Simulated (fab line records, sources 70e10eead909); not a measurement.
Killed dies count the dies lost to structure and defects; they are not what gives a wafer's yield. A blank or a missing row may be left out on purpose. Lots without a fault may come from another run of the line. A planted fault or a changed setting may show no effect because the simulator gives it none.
Matching of chambers + flow nand harc + rie diel-07 running NHARC_P_STI_DESCUM_14: 4 sister chambers
The step chemistry O2, time 3 s. 8 wafers are shown with their chamber, then 7 later ones without.

## EACH WAFER AND ITS CHAMBER
| wafer  | chamber | showerhead plenum p Torr (Torr) | oes product au (a.u.) |
|--------|---------|---------------------------------|-----------------------|
| L156.2 | 1       | 1.95                            | 1.007                 |
| L156.4 | 0       | 1.98                            | 1.016                 |
| L157.4 | 0       | 1.98                            | 1.023                 |
| L169.1 | 1       | 1.94                            | 0.999                 |
| L169.3 | 3       | 1.94                            | 0.997                 |
| L169.5 | 2       | 1.94                            | 0.999                 |
| L172.1 | 2       | 1.93                            | 0.988                 |
| L172.4 | 3       | 1.94                            | 0.981                 |

## WAFERS WITHOUT THEIR CHAMBER
| wafer  | showerhead plenum p Torr (Torr) | oes product au (a.u.) |
|--------|---------------------------------|-----------------------|
| L172.5 | 1.97                            | 1.000                 |
| L173.1 | 1.94                            | 0.969                 |
| L173.3 | 1.94                            | 0.994                 |
| L173.4 | 1.97                            | 1.008                 |
| L175.1 | 1.97                            | 0.998                 |
| L175.5 | 1.94                            | 0.973                 |
| L175.6 | 1.93                            | 0.978                 |

## WHICH CHAMBER EACH ONE RAN IN
| wafer  | from the rows above          | in truth |
|--------|------------------------------|----------|
| L172.5 | can't be placed: 0 or 1      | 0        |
| L173.1 | can't be placed: 3 or 2 or 1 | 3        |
| L173.3 | can't be placed: 3 or 2 or 1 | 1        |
| L173.4 | 0                            | 0        |
| L175.1 | can't be placed: 0 or 1      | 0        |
| L175.5 | can't be placed: 3 or 2 or 1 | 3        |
| L175.6 | can't be placed: 2 or 3      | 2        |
1 of 7 placed correctly. Unplaceable from these rows: 6, with the true chamber sitting among the candidates in 6. 0 placed wrongly.
How it was worked out, from the rows above alone: a wafer's distance from a chamber is the root of the sum, over the readings, of the square of ((its reading less the chamber's mean) divided by the reading's scatter). The wafer belongs to the nearest chamber; if the next one is less than 2 further off, it can't be placed. The mean given for a chamber averages the wafers shown for that chamber. The scatter: take each reading less its chamber's mean, square it, sum over the shown wafers, divide by the number of wafers less the number of chambers, and take the root.
